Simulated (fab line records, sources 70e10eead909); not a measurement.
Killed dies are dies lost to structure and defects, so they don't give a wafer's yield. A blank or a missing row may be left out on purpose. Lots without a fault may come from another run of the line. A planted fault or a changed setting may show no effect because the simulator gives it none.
Which tool did it? | flow nand_harc | 14 lots, 42 wafers sampled, at 5 steps of a route of 1302

WHAT THE GAUGES READ, wafer by wafer
NHARC_A_ZERO_WELL_INSPECT_17. Usual: raw_defect_count 11, standard deviation 5.7.
lot  | measured     | on                | raw_defect_count | flag
L988 | day 6 01:20  | defect_inspect-01 | 12 10 5          |
L990 | day 6 14:54  | defect_inspect-02 | 21 6 11          |
L992 | day 7 12:32  | defect_inspect-02 | 7 7 7            |
L991 | day 8 05:56  | defect_inspect-02 | 3 8 9            |
L994 | day 8 11:33  | defect_inspect-02 | 12 13 18         |
L995 | day 9 00:10  | defect_inspect-02 | 9 7 18           |
L997 | day 9 22:01  | defect_inspect-02 | 6 8 14           |
L998 | day 10 04:15 | defect_inspect-02 | 9 2 4            |
L999 | day 10 07:17 | defect_inspect-02 | 20 9 10          |
L104 | day 12 14:07 | defect_inspect-02 | 11 8 9           |
L105 | day 13 05:26 | defect_inspect-02 | 8 6 8            |
L108 | day 14 01:37 | defect_inspect-01 | 12 2 6           |
L107 | day 14 02:11 | defect_inspect-02 | 8 10 16          |
L109 | day 14 19:34 | defect_inspect-02 | 9 30 10          |

NHARC_A_SOURCE_PLATE_THK_MEAS_09: measures by ellipsometry. Usual: thk_nm 9.8 nm, standard deviation 1.1.
lot  | measured     | on            | thk_nm (nm)    | flag
L988 | day 6 08:35  | film_metro-02 | 10.0 11.0 9.2  |
L990 | day 7 01:17  | film_metro-01 | 9.2 10.3 8.3   |
L992 | day 7 19:45  | film_metro-01 | 8.7 11.0 11.7  |
L991 | day 8 12:46  | film_metro-01 | 6.9 9.1 9.0    |
L994 | day 8 20:05  | film_metro-01 | 9.0 10.2 9.8   |
L995 | day 9 07:04  | film_metro-02 | 11.6 10.8 8.8  |
L997 | day 10 05:22 | film_metro-01 | 9.0 9.3 10.1   |
L998 | day 10 13:40 | film_metro-02 | 10.0 8.7 10.6  |
L999 | day 10 13:40 | film_metro-01 | 9.2 9.6 9.9    |
L104 | day 12 20:56 | film_metro-01 | 8.4 9.0 8.3    |
L105 | day 13 13:35 | film_metro-01 | 10.3 7.2 9.9   |
L108 | day 14 08:56 | film_metro-02 | 10.5 11.2 10.0 |
L107 | day 14 08:58 | film_metro-01 | 9.7 9.3 8.9    |
L109 | day 15 02:49 | film_metro-02 | 10.8 8.6 10.2  |

NHARC_A_ONON_D1_THK_MEAS_05: measures by ellipsometry. Usual: thk_nm 1003 nm, standard deviation 7.6.
lot  | measured     | on            | thk_nm (nm)    | flag
L988 | day 6 22:50  | film_metro-01 | 1009 1011 1011 |
L990 | day 7 15:35  | film_metro-01 | 1003 1007 1003 |
L992 | day 8 10:23  | film_metro-02 | 998 1000 1000  |
L991 | day 9 04:21  | film_metro-02 | 1006 1007 1006 |
L994 | day 9 11:52  | film_metro-01 | 1006 1005 1005 |
L995 | day 9 21:37  | film_metro-02 | 1008 1007 1006 |
L997 | day 10 19:14 | film_metro-02 | 992 991 993    |
L998 | day 11 04:01 | film_metro-01 | 1012 1011 1011 |
L999 | day 11 04:00 | film_metro-01 | 1016 1016 1016 |
L104 | day 13 11:07 | film_metro-01 | 1682 1682 1683 | OFF
L105 | day 14 03:46 | film_metro-02 | 1009 1008 1010 |
L108 | day 14 23:01 | film_metro-01 | 1001 1003 1002 |
L107 | day 14 23:01 | film_metro-02 | 1673 1675 1677 | OFF
L109 | day 15 19:46 | film_metro-01 | 1009 1010 1010 |

NHARC_END_SORT_01. Usual: killed_at_array 62, standard deviation 18; killed_at_other 0.9, standard deviation 1.2; killed_at_periphery 4.2, standard deviation 2.9; killed_dies 67, standard deviation 17; killed_open 3.6, standard deviation 1.9; killed_short 2.5, standard deviation 1.6.
lot  | measured     | on        | killed_at_array | killed_at_other | killed_at_periphery | killed_dies | killed_open | killed_short | flag
L104 | day 29 12:02 | prober-01 | 672 670 669     | 0 0 0           | 5 7 8               | 677 677 677 | 1 1 6       | 4 1 3        | OFF
L107 | day 32 10:44 | prober-02 | 673 671 671     | 0 1 1           | 4 5 5               | 677 677 677 | 7 3 4       | 4 3 3        | OFF

WHICH TOOL RAN EACH LOT (tool, then ch and the chambers of the sampled wafers, then the start)
lot  | NHARC_A_ONON_D1_DEP_03
L988 | pecvd_onon-01 ch 0, day 6 22:23
L990 | pecvd_onon-01 ch 0, day 7 15:08
L992 | pecvd_onon-03 ch 0, day 8 09:52
L991 | pecvd_onon-03 ch 0, day 9 03:58
L994 | pecvd_onon-02 ch 0, day 9 11:22
L995 | pecvd_onon-02 ch 0, day 9 21:07
L997 | pecvd_onon-02 ch 0, day 10 18:43
L998 | pecvd_onon-01 ch 0, day 11 03:30
L999 | pecvd_onon-02 ch 0, day 11 03:30
L104 | pecvd_onon-03 ch 0, day 13 10:43
L105 | pecvd_onon-02 ch 0, day 14 03:16
L108 | pecvd_onon-02 ch 0, day 14 22:40
L107 | pecvd_onon-03 ch 0, day 14 22:34
L109 | pecvd_onon-01 ch 0, day 15 19:18
- NHARC_A_ONON_D1_DEP_03: target thk 1000 nm.

WHAT THE TOOLS THEMSELVES READ (means of the sampled wafers that have a number; where no wafer has one, the mark that the record gives instead)
NHARC_A_ONON_D1_DEP_03. Usual: sih4_flow_sccm 210.0 sccm, standard deviation 0.55.
lot  | tool          | sih4_flow_sccm (sccm) | flag
L988 | pecvd_onon-01 | 210.1                 |
L990 | pecvd_onon-01 | 209.8                 |
L992 | pecvd_onon-03 | 210.4                 |
L991 | pecvd_onon-03 | 210.5                 |
L994 | pecvd_onon-02 | 210.1                 |
L995 | pecvd_onon-02 | 209.0                 |
L997 | pecvd_onon-02 | 210.1                 |
L998 | pecvd_onon-01 | 210.7                 |
L999 | pecvd_onon-02 | 210.2                 |
L104 | pecvd_onon-03 | 210.3                 |
L105 | pecvd_onon-02 | 210.3                 |
L108 | pecvd_onon-02 | 209.6                 |
L107 | pecvd_onon-03 | 209.3                 |
L109 | pecvd_onon-01 | 209.5                 |

THE ANSWER, worked out from the rows above alone
Rule: a lot is off if the mean of its wafers that have a number lies more than 3 standard deviations from the usual mean. A lot without any number at a reading at which 4 lots or more have one is off too. The other lots that the step has rows for count as sound. The gauges are gone through in route order, then the tools' own readings, and for those a lot's mean is taken as printed above. The first step at which some lot is off is used, and at that step the reading that is off furthest; a lot without a number counts as furthest.
Off: L104, L107, at NHARC_A_ONON_D1_THK_MEAS_05 (thk_nm).
A tool fits if, at a process step before that reading, it ran every lot that is off, and no sound lot after the first of them. The gauges at NHARC_A_ONON_D1_THK_MEAS_05 aren't tried: what is off there is off at NHARC_END_SORT_01 too, on other tools, and a gauge's error can't cause that. One fits: pecvd_onon-03 at NHARC_A_ONON_D1_DEP_03. Its last sound lot is L991 (day 9 03:58), its first lot that is off L104 (day 13 10:43): a fault that began between those two fits.

WHAT THE SIMULATOR HAD PUT IN
Process parameter drift: pecvd_onon-03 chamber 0, from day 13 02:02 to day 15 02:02, at NHARC_A_ONON_D1_DEP_03. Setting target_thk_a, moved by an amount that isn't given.
Lots struck among those shown: L104, L107. The rule above found the same.
